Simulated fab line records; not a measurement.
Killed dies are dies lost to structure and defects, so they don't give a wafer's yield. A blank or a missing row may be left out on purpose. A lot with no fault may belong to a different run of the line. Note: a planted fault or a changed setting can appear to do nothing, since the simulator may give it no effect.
Matching of chambers :: flow nandHarc :: NHARC_P_BONDPAD_STRIP_15 on rieDiel-04 has 4 sister chambers
The step strips in O2. 8 wafers are shown with their chamber, then 7 later ones without.

## WAFERS WITH THEIR CHAMBER
wafer: L077.4
chamber: 2
drypumpMotorCurrentA (A): 5.4
oesProductAu (a.u.): 1.009

wafer: L082.1
chamber: 1
drypumpMotorCurrentA (A): 5.9
oesProductAu (a.u.): 0.990

wafer: L083.1
chamber: 1
drypumpMotorCurrentA (A): 5.8
oesProductAu (a.u.): 0.984

wafer: L083.5
chamber: 0
drypumpMotorCurrentA (A): 4.9
oesProductAu (a.u.): 1.017

wafer: L087.1
chamber: 2
drypumpMotorCurrentA (A): 5.4
oesProductAu (a.u.): 1.000

wafer: L087.5
chamber: 3
drypumpMotorCurrentA (A): 5.5
oesProductAu (a.u.): 1.012

wafer: L088.1
chamber: 3
drypumpMotorCurrentA (A): 5.5
oesProductAu (a.u.): 1.001

wafer: L088.3
chamber: 0
drypumpMotorCurrentA (A): 4.9
oesProductAu (a.u.): 1.021

## WAFERS WITH NO CHAMBER GIVEN
wafer: L088.4
drypumpMotorCurrentA (A): 5.4
oesProductAu (a.u.): 0.990

wafer: L089.1
drypumpMotorCurrentA (A): 5.4
oesProductAu (a.u.): 0.990

wafer: L089.5
drypumpMotorCurrentA (A): 5.5
oesProductAu (a.u.): 1.002

wafer: L089.6
drypumpMotorCurrentA (A): 4.9
oesProductAu (a.u.): 1.016

wafer: L092.1
drypumpMotorCurrentA (A): 5.9
oesProductAu (a.u.): 0.991

wafer: L092.3
drypumpMotorCurrentA (A): 5.5
oesProductAu (a.u.): 1.008

wafer: L092.5
drypumpMotorCurrentA (A): 5.5
oesProductAu (a.u.): 1.002

## EACH ONE'S CHAMBER
wafer: L088.4
from the rows above: can't be placed: 2 or 3
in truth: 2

wafer: L089.1
from the rows above: can't be placed: 2 or 3
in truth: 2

wafer: L089.5
from the rows above: 3
in truth: 3

wafer: L089.6
from the rows above: 0
in truth: 0

wafer: L092.1
from the rows above: 1
in truth: 1

wafer: L092.3
from the rows above: 3
in truth: 3

wafer: L092.5
from the rows above: 3
in truth: 3
Placed correctly: 5 of 7. Can't be placed from these rows: 2 (the true chamber is among the candidates in 2). Placed wrongly: 0.
How it was worked out, from the rows above alone: a wafer's distance from a chamber is the root of the sum, over the readings, of the square of ((its reading less the chamber's mean) divided by the reading's scatter). The wafer belongs to the nearest chamber; if the next one is less than 2 further off, it can't be placed. Each chamber's mean is taken over the wafers shown for it. The scatter: the root of (the sum of the squares of (reading less its chamber's mean) over the shown wafers, divided by (wafers less chambers)).
